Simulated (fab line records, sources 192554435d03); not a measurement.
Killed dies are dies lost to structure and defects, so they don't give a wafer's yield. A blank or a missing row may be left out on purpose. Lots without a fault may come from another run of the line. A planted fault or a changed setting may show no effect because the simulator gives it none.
Chamber matching | flow n5_finfet | N5_BEOL_M5_STRIP_36 on rie_diel-03: 4 sister chambers
The step strips in N2/H2. 20 wafers are shown with their chamber, then 10 later ones without.

WAFERS WITH THEIR CHAMBER
wafer  | chamber | showerhead_plenum_p_Torr (Torr) | throttle_valve_pct (%) | oes_product_au (a.u.)
L076.1 | 1       | 2.55                            | 23.30                  | 0.81
L076.2 | 2       | 2.60                            | 23.50                  | 0.95
L076.4 | 3       | 2.51                            | 23.57                  | 0.71
L077.1 | 1       | 2.55                            | 23.33                  | 0.80
L077.5 | 1       | 2.55                            | 23.30                  | 0.80
L077.6 | 2       | 2.60                            | 23.51                  | 0.94
L079.1 | 2       | 2.60                            | 23.53                  | 0.94
L079.2 | 3       | 2.51                            | 23.56                  | 0.69
L079.3 | 1       | 2.55                            | 23.27                  | 0.80
L082.2 | 2       | 2.60                            | 23.54                  | 0.91
L082.5 | 1       | 2.55                            | 23.34                  | 0.80
L082.6 | 0       | 2.56                            | 23.68                  | 0.80
L084.1 | 2       | 2.60                            | 23.52                  | 0.91
L084.3 | 0       | 2.56                            | 23.66                  | 0.80
L084.6 | 2       | 2.60                            | 23.51                  | 0.91
L085.3 | 0       | 2.56                            | 23.65                  | 0.79
L085.4 | 2       | 2.59                            | 23.53                  | 0.91
L085.5 | 2       | 2.59                            | 23.52                  | 0.92
L091.1 | 1       | 2.54                            | 23.33                  | 0.79
L091.5 | 0       | 2.55                            | 23.67                  | 0.78

SIGNATURES (means of the wafers above)
reading                  | chamber 0 | chamber 1 | chamber 2 | chamber 3 | scatter within a chamber
showerhead_plenum_p_Torr | 2.5575    | 2.5483    | 2.5975    | 2.5100    | 0.00439
throttle_valve_pct       | 23.6650   | 23.3117   | 23.5200   | 23.5650   | 0.0181
oes_product_au           | 0.7925    | 0.8000    | 0.9237    | 0.7000    | 0.0129
Rule: a wafer's distance from a chamber is the root of the sum, over the readings, of the square of ((its reading less the chamber's mean) divided by the reading's scatter). The wafer belongs to the nearest chamber; if the next one is less than 2 further off, it can't be placed. The scatter: the root of (the sum of the squares of (reading less its chamber's mean) over the shown wafers, divided by (wafers less chambers)).

WAFERS WITHOUT THEIR CHAMBER
wafer  | showerhead_plenum_p_Torr (Torr) | throttle_valve_pct (%) | oes_product_au (a.u.)
L091.6 | 2.54                            | 23.35                  | 0.77
L092.1 | 2.54                            | 23.35                  | 0.76
L092.2 | 2.50                            | 23.58                  | 0.67
L092.3 | 2.55                            | 23.69                  | 0.78
L096.2 | 2.58                            | 23.55                  | 0.88
L096.4 | 2.55                            | 23.74                  | 0.76
L096.6 | 2.58                            | 23.57                  | 0.87
L097.3 | 2.53                            | 23.37                  | 0.76
L097.4 | 2.50                            | 23.62                  | 0.67
L097.5 | 2.58                            | 23.57                  | 0.86

WHICH CHAMBER EACH WENT THROUGH
wafer  | from the rows above | in truth
L091.6 | 1                   | 1
L092.1 | 1                   | 1
L092.2 | 3                   | 3
L092.3 | 0                   | 0
L096.2 | 2                   | 2
L096.4 | 0                   | 0
L096.6 | 2                   | 2
L097.3 | 1                   | 1
L097.4 | 3                   | 3
L097.5 | 2                   | 2
Placed correctly: 10 of 10. Can't be placed from these rows: 0. Placed wrongly: 0.
